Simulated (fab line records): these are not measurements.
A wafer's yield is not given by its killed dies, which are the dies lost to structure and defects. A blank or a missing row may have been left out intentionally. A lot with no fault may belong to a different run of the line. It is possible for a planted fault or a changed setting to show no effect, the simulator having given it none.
Check for tools in common -- flow nand_harc -- Lots sampled 2, wafers sampled 6

## REASON IT WAS OPENED
On 2 of the 2 lots, a flag is raised at NHARC_END_SORT_01 on the reading killed_at_array. Wafers without a fault read 56, standard deviation 19.
Rule: flag the lot when none of its wafers has a number, or when each of its wafers that has one lies beyond 4 standard deviations from that mean. The other lots count as sound.

lot,measured,on,"killed_at_array, wafer by wafer",flag
L831,day 27 00:12,prober-01,176 181 164,FLAGGED
L832,day 27 10:25,prober-02,175 174 172,FLAGGED
The mean of the flagged lots' numbers is 174, +118 from the usual (+6 standard deviations).

## WHICH TOOL EACH LOT WENT THROUGH
Before the reading, the record contains 3 process steps out of a 1302-step route. Read each cell as the tool, then ch plus the chambers that the sampled wafers visited, then the start.
lot,flag,NHARC_A_ONON_D2_DEP_06,NHARC_A_BONDPAD_DEGAS_25,NHARC_THIN_TSV_ETCH_36
L831,FLAGGED,"pecvd_onon-01 ch 0, day 14 19:08","pvd_sputter-02, day 25 18:00","rie_metal-02 ch 0,1, day 26 14:49"
L832,FLAGGED,"pecvd_onon-01 ch 0, day 15 06:13","pvd_sputter-01, day 26 00:51","rie_metal-02 ch 0,1, day 27 00:13"
What is done by these steps:
- NHARC_A_ONON_D2_DEP_06: target thk 1000 nm.
- NHARC_A_BONDPAD_DEGAS_25: time 60 s.
- NHARC_THIN_TSV_ETCH_36: etches the open film in Cl2/BCl3, target depth 65 nm, time 18.571 s.
- NHARC_END_SORT_01

## FLAGGED OVER TOTAL, TOOL BY TOOL (the gauges that took the reading come last)
step,tool,lots run,flagged,share of the flagged lots,sound lots run after its first flagged lot
NHARC_A_ONON_D2_DEP_06,pecvd_onon-01,2,2,all,0
NHARC_A_BONDPAD_DEGAS_25,pvd_sputter-01,1,1,some,0
NHARC_A_BONDPAD_DEGAS_25,pvd_sputter-02,1,1,some,0
NHARC_THIN_TSV_ETCH_36,rie_metal-02,2,2,all,0
NHARC_END_SORT_01,prober-01,1,1,some,0
NHARC_END_SORT_01,prober-02,1,1,some,0

## WHAT IS ALLOWED BY THE TABLE
In 2 table rows, all flagged lots were run: pecvd_onon-01 (NHARC_A_ONON_D2_DEP_06), rie_metal-02 (NHARC_THIN_TSV_ETCH_36).
- pecvd_onon-01 at NHARC_A_ONON_D2_DEP_06 ran 2 lots, 2 of them flagged. The start can't be narrowed down: in this sample, it ran no sound lot prior to its first flagged lot.
- rie_metal-02 at NHARC_THIN_TSV_ETCH_36 ran 2 lots, 2 of them flagged. The start can't be narrowed down: in this sample, it ran no sound lot prior to its first flagged lot.
A lot count leaves these 2 tools indistinguishable: every one of them fits a fault beginning at some hour. More lots, or a look at what each step does to the wafer, might.

## WHAT THE SIMULATOR HAD INSERTED
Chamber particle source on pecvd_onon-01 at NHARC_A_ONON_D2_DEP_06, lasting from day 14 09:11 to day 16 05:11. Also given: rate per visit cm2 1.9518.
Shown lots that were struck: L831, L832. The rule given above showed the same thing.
